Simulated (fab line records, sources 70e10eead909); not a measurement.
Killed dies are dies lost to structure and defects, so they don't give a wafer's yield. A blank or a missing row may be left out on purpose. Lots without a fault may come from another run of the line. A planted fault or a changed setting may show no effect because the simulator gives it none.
Chamber matching | flow nand_harc | NHARC_A_BONDPAD_DESCUM_11 on rie_diel-08: 4 sister chambers
The step chemistry O2, time 3 s. 30 wafers are shown with their chamber, then 12 later ones without.

WAFERS WITH THEIR CHAMBER
wafer  | chamber | showerhead_plenum_p_Torr (Torr) | drypump_motor_current_A (A) | rf_vpp_V (V)
L076.1 | 2       | 2.01                            | 6.2                         | 58.7
L076.4 | 0       | 1.91                            | 6.5                         | 58.0
L076.6 | 2       | 2.01                            | 6.1                         | 59.2
L077.1 | 3       | 2.03                            | 5.7                         | 59.3
L077.2 | 1       | 1.79                            | 5.8                         | 56.6
L077.6 | 1       | 1.79                            | 5.8                         | 58.5
L079.2 | 1       | 1.79                            | 5.8                         | 57.5
L079.4 | 3       | 2.03                            | 5.7                         | 58.3
L079.6 | 3       | 2.03                            | 5.7                         | 58.5
L080.3 | 2       | 2.01                            | 6.1                         | 57.9
L080.4 | 0       | 1.91                            | 6.5                         | 57.8
L080.5 | 3       | 2.03                            | 5.7                         | 58.7
L082.1 | 1       | 1.78                            | 5.8                         | 57.7
L082.5 | 0       | 1.91                            | 6.5                         | 57.5
L082.6 | 3       | 2.03                            | 5.7                         | 57.7
L084.3 | 0       | 1.91                            | 6.5                         | 58.1
L084.5 | 1       | 1.79                            | 5.8                         | 58.0
L084.6 | 0       | 1.91                            | 6.5                         | 57.1
L086.1 | 2       | 2.01                            | 6.1                         | 57.5
L086.2 | 3       | 2.03                            | 5.7                         | 57.4
L086.4 | 1       | 1.78                            | 5.8                         | 56.7
L091.1 | 1       | 1.78                            | 5.8                         | 55.8
L091.2 | 0       | 1.91                            | 6.5                         | 58.5
L091.3 | 2       | 2.01                            | 6.1                         | 58.7
L092.1 | 1       | 1.78                            | 5.8                         | 56.3
L092.4 | 2       | 2.01                            | 6.1                         | 58.8
L092.5 | 2       | 2.01                            | 6.2                         | 58.5
L096.1 | 0       | 1.91                            | 6.5                         | 56.6
L096.3 | 3       | 2.03                            | 5.7                         | 58.5
L096.4 | 2       | 2.01                            | 6.2                         | 57.9

SIGNATURES (means of the wafers above)
reading                  | chamber 0 | chamber 1 | chamber 2 | chamber 3 | scatter within a chamber
showerhead_plenum_p_Torr | 1.9100    | 1.7850    | 2.0100    | 2.0300    | 0.00277
drypump_motor_current_A  | 6.500     | 5.800     | 6.138     | 5.700     | 0.0269
rf_vpp_V                 | 57.657    | 57.138    | 58.400    | 58.343    | 0.713
Rule: a wafer's distance from a chamber is the root of the sum, over the readings, of the square of ((its reading less the chamber's mean) divided by the reading's scatter). The wafer belongs to the nearest chamber; if the next one is less than 2 further off, it can't be placed. The scatter: the root of (the sum of the squares of (reading less its chamber's mean) over the shown wafers, divided by (wafers less chambers)).

WAFERS WITHOUT THEIR CHAMBER
wafer  | showerhead_plenum_p_Torr (Torr) | drypump_motor_current_A (A) | rf_vpp_V (V)
L094.3 | 2.01                            | 6.1                         | 57.9
L094.4 | 2.03                            | 5.7                         | 58.0
L094.6 | 1.78                            | 5.8                         | 56.9
L095.1 | 1.78                            | 5.8                         | 55.9
L095.2 | 1.91                            | 6.5                         | 57.2
L095.3 | 2.03                            | 5.7                         | 57.4
L093.2 | 1.78                            | 5.8                         | 56.3
L093.4 | 2.03                            | 5.7                         | 58.0
L093.6 | 2.01                            | 6.1                         | 57.9
L097.1 | 2.01                            | 6.2                         | 56.4
L097.4 | 1.91                            | 6.5                         | 59.7
L097.5 | 2.03                            | 5.7                         | 58.2

WHICH CHAMBER EACH WENT THROUGH
wafer  | from the rows above | in truth
L094.3 | 2                   | 2
L094.4 | 3                   | 3
L094.6 | 1                   | 1
L095.1 | 1                   | 1
L095.2 | 0                   | 0
L095.3 | 3                   | 3
L093.2 | 1                   | 1
L093.4 | 3                   | 3
L093.6 | 2                   | 2
L097.1 | 2                   | 2
L097.4 | 0                   | 0
L097.5 | 3                   | 3
Placed correctly: 12 of 12. Can't be placed from these rows: 0. Placed wrongly: 0.
